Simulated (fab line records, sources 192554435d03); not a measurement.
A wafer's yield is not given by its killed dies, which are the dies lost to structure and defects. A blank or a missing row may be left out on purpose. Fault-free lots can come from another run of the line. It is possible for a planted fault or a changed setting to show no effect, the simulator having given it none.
Struck lot and sound lot, side by side -- flow n5Finfet -- 40 steps out of a route of 1938
Sound: wafers L751.1, L751.4, L751.6. Struck: wafers L752.1, L752.6. (L752.3 of the same lot was not struck and is left out.) The cause comes at the end.
Per side, at each step with rows, come the tool, then ch with its chambers, and then its first start. Under that, the readings that differ: sound wafers -- struck wafers -- difference of the means -- sigmas: that difference in standard deviations of wafers without a fault.
alike: same words and numbers on both sides, and readings whose means sit less than 2 such deviations apart. not compared: any withheld reading, any reading some wafer has no value for, any bound like >300 that may hide the same value, and any number with overlapping values for which the record gives no deviation.
Wherever a step has rows on one side only, a row that says differs or no value, or a row with sigmas, the two part there. Non-overlapping numbers with no deviation appear without sigmas and do not part them. A reading missing from all wafers of one side parts the sides only when that side holds two or more wafers.

first, 8 steps without rows for these wafers: N5_BEOL_M5_CURE_80 (cures SiCOH lowk, time 120 s); N5_BEOL_M5_DEGAS_44 (time 60 s); N5_BEOL_M5_PRE_CLEAN_45 (time 30 s); N5_BEOL_M5_ALD_86 (deposits TaN, pulse time 2 s, purge time 3 s, co reactant purge time 2 s); N5_BEOL_M5_SURFACE_TREAT_87; N5_BEOL_M5_CVD_47 (deposits Co from CCTBA/H2, target thk 3 nm, time 216 s); N5_BEOL_M5_SPUTTER_48 (material Cu, target thk 15 nm, time 27.62 s); N5_BEOL_M5_ANNEAL_49 (time 1800 s).
N5_BEOL_M5_SPUTTER_81: material Cu, target thk 15 nm, time 27.62 s.
  sound: pvdSputter-03 at day 12 04:06; struck: pvdSputter-03 at day 13 01:52
  alike: throttleValvePct
N5_BEOL_M5_ANNEAL_82: time 1800 s.
  sound: pvdSputter-03 at day 12 04:11; struck: pvdSputter-03 at day 13 01:57
  alike: heaterPowerW
then, 2 steps without rows for these wafers: N5_BEOL_M5_SPUTTER_83 (material Cu, target thk 15 nm, time 27.62 s); N5_BEOL_M5_ANNEAL_84 (time 1800 s).
N5_BEOL_M5_SPUTTER_88: material Cu, target thk 15 nm, time 27.62 s.
  sound: pvdSputter-03 at day 12 06:16; struck: pvdSputter-03 at day 13 04:02
  alike: throttleValvePct
then, 1 step without rows for these wafers: N5_BEOL_M5_ANNEAL_89 (time 1800 s).
N5_BEOL_M5_SPUTTER_90: material Cu, target thk 4.5 nm, time 8.29 s.
  sound: pvdSputter-03 at day 12 07:22; struck: pvdSputter-03 at day 13 05:08
  alike: throttleValvePct
then, 6 steps without rows for these wafers: N5_BEOL_M5_ECD_50 (material Cu, target thk 300 nm); N5_BEOL_M5_ANNEAL_51 (time 90 s); N5_BEOL_M5_CMP_52 (polishes, stops on SiCOH lowk, t overpolish 6.9 s, target thk 62 nm); N5_BEOL_M5_PRE_CLEAN_77 (time 15 s); N5_BEOL_M5_CO_CAP_78 (material Co, precursor CCTBA/H2, target thk 2 nm, time 102.1 s); N5_BEOL_M5_PRE_CLEAN_55 (time 15 s).
N5_BEOL_M5_DEP_56: deposits SiCN from 3MS/NH3, target thk 8 nm, time 14 s.
  sound on pecvd-01 ch 0,2, day 12 08:23; struck on pecvd-04 ch 2, day 13 06:08
  alike: showerheadPlenumPTorr, throttleValvePct
N5_BEOL_M5_RS_MEAS_57: measures by four-point-probe.
  sound: filmMetro-02 at day 12 08:26; struck: filmMetro-02 at day 13 06:12
  alike: M5_RS
then, 2 steps without rows for these wafers: N5_BEOL_M6_ILD_DEP_00 (deposits SiCOH lowk from DEMS/porogen, target thk 179.75 nm, time 33.4 s); N5_BEOL_M6_CURE_74 (cures SiCOH lowk, time 240 s).
N5_BEOL_M6_THK_MEAS_01:
  sound: filmMetro-01 at day 12 09:05; struck: filmMetro-02 at day 13 06:56
reading,sound,struck,difference,sigmas
M6_ILD_THK (nm),147.2 153.1 149.2,157.2 154.7,+6.1,+2
then, 1 step without rows for these wafers: N5_BEOL_M6_PECVD_70 (deposits SiO2 from TEOS/O2, target thk 20 nm, time 22.7 s).
N5_BEOL_M6_HM_DEP_02: deposits TiN, target thk 20 nm.
  sound: pvdSputter-01 at day 12 11:32; struck: pvdSputter-02 at day 13 08:19
  alike: throttleValvePct
then, 8 steps without rows for these wafers: N5_BEOL_M6_COAT_59 (time 60 s, resist thk 100 nm); N5_BEOL_M6_COAT_60 (time 60 s, resist thk 35 nm); N5_BEOL_M6_COAT_05 (resist thk 90 nm); N5_BEOL_M6_EBR_07; N5_BEOL_M6_SOFTBAKE_06 (time 60 s); N5_BEOL_M6_EXPOSE_08 (exposes mask M6); N5_BEOL_M6_PEB_09 (peb time 60 s); N5_BEOL_M6_DEVELOP_10 (develop time 30 s).
N5_BEOL_M6_CD_MEAS_11: target cd 38.5 nm.
  sound on cdSem-02 ch 0, day 12 12:06; struck on cdSem-02 ch 0, day 13 08:50
  alike: cdNm
N5_BEOL_M6_OVL_MEAS_12:
  sound on overlay-01 ch 0, day 12 12:08; struck on overlay-01 ch 0, day 13 08:52
  alike: M6_OVL
then, 1 step without rows for these wafers: N5_BEOL_M6_DESCUM_16 (chemistry O2, time 7.9 s).
-- a jump in the record: the struck wafers' starts before and after are 3 days apart (it breaks off in module BEOL_M6 and resumes in module PASSIVATION, where the first step shown is number 1936 of the route) --
N5_PASSIVATION_PROBE_49:
  sound: prober-02 at day 16 08:26; struck: prober-01 at day 16 16:52
reading,sound,struck,difference,sigmas
defectLimitedYield (%),88.1 89.4 90.4,84.2 84.8,-4.8,-3
killed_at_M4_up,17 19 19,105 101,+85,+15
killedDies,140 125 113,187 179,+57,+3
sort_bin_5_function (%),6.5 6.4 4.3,9.8 9.1,+3.7,+4
sortNPass,1040 1055 1065,993 1001,-56,-3
sortYieldPct (%),88.1 89.4 90.3,84.2 84.8,-4.8,-3
  alike: killed_at_M0_to_M3, killedAtContacts, killedAtFrontEnd, killedAtOther, killedOnRim, killedOpen, killedShort, sort_bin_4_leakage, sort_bin_6_memory

## WHERE THEY PART
First at N5_BEOL_M6_THK_MEAS_01; last, within this record, at N5_PASSIVATION_PROBE_49.

WHY: whatever the simulator had introduced
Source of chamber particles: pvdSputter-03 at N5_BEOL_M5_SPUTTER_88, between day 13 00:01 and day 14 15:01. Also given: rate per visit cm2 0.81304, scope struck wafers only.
